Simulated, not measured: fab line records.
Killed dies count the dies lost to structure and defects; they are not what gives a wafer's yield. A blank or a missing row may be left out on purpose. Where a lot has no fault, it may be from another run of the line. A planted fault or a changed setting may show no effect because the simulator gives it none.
Matching of chambers | flow nand_harc | NHARC_A_STAIRCASE_TRIM_20 on rie_diel-07 has 4 sister chambers
The step chemistry O2, time 211.2 s. 4 wafers are shown with their chamber, then 8 later ones without.

== WAFERS PAIRED WITH THEIR CHAMBERS ==
wafer  | chamber | showerhead_plenum_p_Torr (Torr)
L594.1 | 0       | 3.50
L601.4 | 3       | 3.64
L601.6 | 1       | 3.49
L603.2 | 2       | 3.32

== WAFERS WITHOUT THEIR CHAMBER ==
wafer  | showerhead_plenum_p_Torr (Torr)
L603.5 | 3.32
L603.6 | 3.49
L608.3 | 3.47
L608.4 | 3.31
L608.6 | 3.63
L611.4 | 3.47
L611.5 | 3.48
L611.6 | 3.31

== WHICH CHAMBER EACH WENT THROUGH ==
wafer  | from the rows above     | in truth
L603.5 | 2                       | 2
L603.6 | can't be placed: 1 or 0 | 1
L608.3 | can't be placed: 1 or 0 | 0
L608.4 | 2                       | 2
L608.6 | 3                       | 3
L611.4 | can't be placed: 1 or 0 | 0
L611.5 | can't be placed: 1 or 0 | 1
L611.6 | 2                       | 2
Correct placement for 4 of the 8. Unplaceable from these rows: 4, with the true chamber sitting among the candidates in 4. Number placed wrongly: 0.
How it was worked out, from the rows above alone: a wafer's distance from a chamber is the root of the sum, over the readings, of the square of ((its reading less the chamber's mean) divided by the reading's scatter). If the next closest chamber is less than 2 further off than the closest, the wafer can't be placed; otherwise it belongs to the closest. The mean given for a chamber averages the wafers shown for that chamber. The scatter: root of mean squared gap, hidden wafer to nearest shown wafer, with one shown wafer a chamber.
